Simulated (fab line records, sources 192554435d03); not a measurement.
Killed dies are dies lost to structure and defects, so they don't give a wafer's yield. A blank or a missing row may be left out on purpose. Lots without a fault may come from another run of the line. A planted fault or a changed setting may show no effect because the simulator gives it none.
fab line records | flow n5_finfet | part 2 of 2: steps 28 to 33 of 33
record lots=5 wafers=15 last_day=17
route steps=1938 shown BEOL_M0@739 BEOL_M1@751
lots that met no fault: from a run of the same line without faults
start_h: hours from the record's first day to the start of the lot's first wafer shown | wait_h: hours since the lot's step before | " the same as in the row above | L1.1+2: a row that stands for several wafers | - no value, or no start given | * or withheld: withheld | < > ~ a bound
route shown NAME@n: a module of which the file shows steps, and the number in the route of the first | usual: mean/standard deviation of fault-free wafers | same: alike in all rows | chamber/n: place in a boat | sites: the reading at each site | _std_site: their standard deviation | _edge_site: outer sites' mean less inner sites' | radius_mm: how far each site lies from the wafer's centre | mask NAME#n: copy n | behind: the tool/chamber that last shaped the wafer | hold: why the lot was held/for how many hours/how that ended | device: the transistor (n, p or np) that didn't switch | end of line: the same wafers' tests at the end of the route | a step without rows: its recipe alone | killed: dies lost to structure and defects at the first sort, not the wafer's yield | map: a wafer's dies, x killed, . not, _ none there
set.NAME: the setting as run; set.NAME@STEP: as run at that earlier step | model.NAME: the simulator's own value behind a step, which no gauge read
lots at some steps of the route; a table a step, a row a wafer
services: from which hour (start_h, from the record's first day; less than 0 if before it) a tool's chamber was out of use, for how many hours, and why
## steps
# step N5_BEOL_M1_DESCUM_16
# recipe chemistry=O2 time_s=7 source_power_w=50 bias_power_w=20 pressure_mtorr=20 rf_frequency_hz=2.712e+07 temp_c=40 resist=CAR-EUV o2_flow_sccm=225
# usual drypump_motor_current_A=5.8/0.47 oes_product_au=0.79/0.06 rf_vpp_V=243.2/1.2 showerhead_plenum_p_Torr=2.10/0.048 throttle_valve_pct=20.40/0.23
# columns lot.wafer tool chamber start_h wait_h drypump_motor_current_A oes_product_au rf_hours_counter_h rf_vpp_V showerhead_plenum_p_Torr throttle_valve_pct
L076.1 rie_diel-05 0 130.33 0.0 5.8 0.73 208 243.5 2.05 20.24
L076.2 " 2 " " 5.9 0.84 80 244.3 2.13 20.20
L076.5 " 2 " " 5.9 0.84 - 243.6 2.13 20.23
L085.2 rie_diel-02 3 188.12 0.2 5.4 0.76 164 242.7 2.09 20.67
L085.3 " 1 " " 5.7 0.81 93 243.5 2.02 20.27
L085.6 " 2 " " 6.5 0.72 - 242.8 2.12 20.76
L091.3 rie_diel-02 2 219.02 0.0 6.5 0.70 174 244.9 2.12 20.77
L091.4 " 3 " " 5.4 0.75 173 244.1 2.09 20.66
L091.5 " 0 " " 5.4 0.85 - 240.5 2.07 20.08
L092.1 rie_diel-02 3 227.04 0.0 5.4 0.74 176 244.4 2.09 20.66
L092.2 " 0 " " 5.4 0.86 62 240.7 2.07 20.11
L092.6 " 1 " " 5.7 0.80 - 243.0 2.02 20.30
L097.3 rie_diel-05 2 262.76 0.1 5.9 0.78 126 244.4 2.11 20.30
L097.4 " 3 " " 6.4 0.81 108 243.0 2.04 20.78
L097.5 " 2 " " 5.9 0.79 - 243.1 2.11 20.28
# step N5_BEOL_M1_ETCH_74
# recipe chemistry=N2/H2 target=underlayer target_depth_a=65 mask_material=CAR-EUV time_s=5.2 ion_energy_ev=200 pressure_mtorr=30 source_w=840 bias_w=150 n2_flow_sccm=200 h2_flow_sccm=200 ends=cleared
# usual bias_w=150.0/0.44 drypump_motor_current_A=5.8/0.47 etch_rf_on_time_s=5.15/0.14 oes_product_au=0.67/0.059 rf_vpp_V=523.6/2 showerhead_plenum_p_Torr=2.54/0.053 throttle_valve_pct=17.80/0.25
# columns lot.wafer tool chamber start_h wait_h bias_w drypump_motor_current_A etch_rf_on_time_s oes_product_au rf_hours_counter_h rf_vpp_V showerhead_plenum_p_Torr throttle_valve_pct
L076.1 rie_diel-05 0 130.37 0.0 150.2 5.9 5.22 0.61 208 523.0 2.51 17.92
L076.2 " 2 " " 150.0 5.9 4.93 0.73 80 525.1 2.55 17.45
L076.5 " 2 " " 150.5 5.9 4.92 0.74 - 523.2 2.55 17.42
L085.2 rie_diel-02 3 188.16 0.0 149.9 5.4 5.30 0.63 164 523.1 2.56 18.26
L085.3 " 1 " " 150.0 5.7 5.08 0.69 93 521.6 2.45 17.84
L085.6 " 2 " " 150.0 6.4 5.33 0.59 - 524.0 2.52 17.88
L091.3 rie_diel-02 2 219.06 0.0 150.5 6.5 5.31 0.60 174 525.3 2.52 17.90
L091.4 " 3 " " 150.0 5.4 5.26 0.63 173 523.2 2.56 18.27
L091.5 " 0 " " 149.6 5.4 4.84 0.76 - 522.5 2.50 17.50
L092.1 rie_diel-02 3 227.08 0.0 150.9 5.4 5.33 0.62 176 523.9 2.56 18.30
L092.2 " 0 " " 149.6 5.5 4.93 0.76 62 521.0 2.50 17.52
L092.6 " 1 " " 150.0 5.7 5.15 0.67 - 521.2 2.45 17.83
L097.3 rie_diel-05 2 262.79 0.0 150.4 5.9 5.04 0.67 126 521.6 2.53 17.51
L097.4 " 3 " " 150.7 6.4 5.12 0.68 108 521.8 2.47 18.23
L097.5 " 2 " " 149.9 5.8 5.07 0.68 - 526.1 2.53 17.51
# step N5_BEOL_M1_ETCH_63
# recipe chemistry=CF4 target=SiARC target_depth_a=156 mask_material=CAR-EUV time_s=26 ion_energy_ev=80 pressure_mtorr=40 source_w=545 bias_w=36 Ar_flow_sccm=100 cf4_flow_sccm=100 ends=cleared
# usual bias_w=36.02/0.12 drypump_motor_current_A=5.8/0.47 etch_rf_on_time_s=25.7/0.66 mfc_ar_sccm=100.05/0.29 oes_product_au=0.67/0.058 rf_vpp_V=184.0/0.93 showerhead_plenum_p_Torr=2.14/0.046 throttle_valve_pct=15.54/0.21
# columns lot.wafer tool chamber start_h wait_h bias_w drypump_motor_current_A etch_rf_on_time_s mfc_ar_sccm oes_product_au rf_hours_counter_h rf_vpp_V showerhead_plenum_p_Torr throttle_valve_pct
L076.1 rie_diel-05 0 130.39 0.0 36.00 5.9 26.8 100.08 0.61 208 184.2 2.13 15.68
L076.2 " 2 " " 36.13 5.9 25.3 100.01 0.73 80 185.1 2.17 15.38
L076.5 " 2 " " 36.21 5.9 25.1 100.39 0.73 - 184.9 2.17 15.38
L085.2 rie_diel-02 3 188.17 0.0 36.07 5.4 26.4 99.70 0.63 164 184.5 2.11 15.67
L085.3 " 1 " " 36.05 5.7 25.4 100.17 0.70 93 182.4 2.07 15.43
L085.6 " 2 " " 36.10 6.5 26.8 100.25 0.60 - 183.9 2.13 15.78
L091.3 rie_diel-02 2 219.07 0.0 35.93 6.4 26.4 100.18 0.60 174 184.3 2.13 15.81
L091.4 " 3 " " 36.00 5.4 26.3 99.55 0.62 173 183.5 2.10 15.69
L091.5 " 0 " " 35.86 5.4 24.6 99.39 0.76 - 182.5 2.08 15.06
L092.1 rie_diel-02 3 227.10 0.0 36.09 5.4 26.1 99.89 0.63 176 183.7 2.10 15.70
L092.2 " 0 " " 36.13 5.4 24.4 99.48 0.76 62 183.2 2.08 15.04
L092.6 " 1 " " 36.10 5.7 25.3 100.42 0.69 - 183.7 2.07 15.44
L097.3 rie_diel-05 2 262.81 0.0 36.16 5.9 25.7 99.94 0.68 126 183.4 2.15 15.47
L097.4 " 3 " " 36.06 6.4 26.4 100.47 0.67 108 182.9 2.09 15.87
L097.5 " 2 " " 36.22 5.9 25.9 99.96 0.67 - 184.1 2.15 15.45
# step N5_BEOL_M1_ETCH_64
# recipe chemistry=N2/H2 target=SOC target_depth_a=750 overetch_a=150 mask_material=SiARC temp_c=40 time_s=112.5 ion_energy_ev=200 pressure_mtorr=30 source_w=840 bias_w=150 n2_flow_sccm=200 h2_flow_sccm=200
# usual bias_w=150.0/0.47 drypump_motor_current_A=5.8/0.47 oes_product_au=0.62/0.047 rf_vpp_V=523.8/1.9 showerhead_plenum_p_Torr=2.54/0.053 throttle_valve_pct=17.76/0.25
# columns lot.wafer tool chamber start_h wait_h bias_w drypump_motor_current_A oes_product_au rf_hours_counter_h rf_vpp_V showerhead_plenum_p_Torr throttle_valve_pct
L076.1 rie_diel-05 0 130.41 0.0 150.7 5.8 0.57 208 523.6 2.51 17.89
L076.2 " 2 " " 150.4 5.9 0.66 80 526.1 2.55 17.39
L076.5 " 2 " " 150.3 5.9 0.65 - 524.1 2.55 17.39
L085.2 rie_diel-02 3 188.20 0.0 149.7 5.4 0.59 164 522.9 2.56 18.22
L085.3 " 1 " " 150.6 5.7 0.63 93 520.8 2.46 17.78
L085.6 " 2 " " 149.5 6.5 0.57 - 524.1 2.52 17.86
L091.3 rie_diel-02 2 219.10 0.0 150.0 6.5 0.56 174 525.0 2.52 17.87
L091.4 " 3 " " 149.7 5.4 0.59 173 522.4 2.56 18.25
L091.5 " 0 " " 150.0 5.4 0.68 - 521.9 2.50 17.47
L092.1 rie_diel-02 3 227.12 0.0 149.2 5.4 0.58 176 524.8 2.56 18.24
L092.2 " 0 " " 150.1 5.4 0.68 62 522.0 2.50 17.47
L092.6 " 1 " " 150.4 5.7 0.63 - 521.5 2.45 17.78
L097.3 rie_diel-05 2 262.84 0.0 149.7 5.9 0.63 126 523.7 2.53 17.47
L097.4 " 3 " " 150.6 6.4 0.63 108 521.6 2.47 18.18
L097.5 " 2 " " 149.3 5.9 0.62 - 523.5 2.53 17.48
# step N5_BEOL_M1_STRIP_65
# recipe chemistry=N2/H2 temp_c=40 n2_flow_sccm=200 h2_flow_sccm=200 rf_frequency_hz=6e+07
# columns lot.wafer tool chamber start_h wait_h
L076.1+2+5 rie_diel-05 0,2,2 130.52 0.1
L085.2+3+6 rie_diel-02 3,1,2 188.31 0.1
L091.3+4+5 rie_diel-02 2,3,0 219.21 0.1
L092.1+2+6 rie_diel-02 3,0,1 227.23 0.1
L097.3+4+5 rie_diel-05 2,3,2 262.94 0.1
# step N5_BEOL_M1_STRIP_75
# recipe chemistry=N2/H2 temp_c=40 n2_flow_sccm=200 h2_flow_sccm=200 rf_frequency_hz=6e+07
# columns lot.wafer tool chamber start_h wait_h
L076.1+2+5 rie_diel-05 0,2,2 130.53 0.0
L085.2+3+6 rie_diel-02 3,1,2 188.32 0.0
L091.3+4+5 rie_diel-02 2,3,0 219.22 0.0
L092.1+2+6 rie_diel-02 3,0,1 227.24 0.0
L097.3+4+5 rie_diel-05 2,3,2 262.95 0.0
## services
# columns tool chamber start_h hours kind
euv_scanner-01 - 104.15 1.0 pm
cmp-01 - 108.99 8.1 pm
rie_diel-02 3 119.31 7.9 repair
rie_diel-05 - 122.19 0.2 repair
rie_diel-05 3 129.67 16.7 repair
euv_scanner-02 - 136.17 0.2 repair
euv_scanner-02 - 136.87 4.6 pm
cvd_co-02 - 138.59 6.9 pm
euv_scanner-01 - 146.00 4.6 pm
pvd_sputter-01 - 150.27 1.8 repair
cvd_co-02 - 150.64 1.2 repair
cmp-01 - 154.57 0.4 repair
rie_diel-05 - 159.80 1.1 repair
euv_scanner-01 - 160.30 1.0 pm
pecvd-04 - 168.14 0.8 repair
ecd_cu-01 - 174.19 1.2 repair
cmp-01 - 181.78 3.0 repair
cmp-01 - 196.02 4.0 pm
euv_scanner-02 - 196.74 1.0 pm
cvd_co-02 - 198.93 0.9 repair
rie_diel-02 - 249.58 2.8 pm
pecvd-02 0 251.39 5.1 repair
euv_scanner-02 - 252.89 1.0 pm
cvd_co-01 1 260.15 4.1 repair
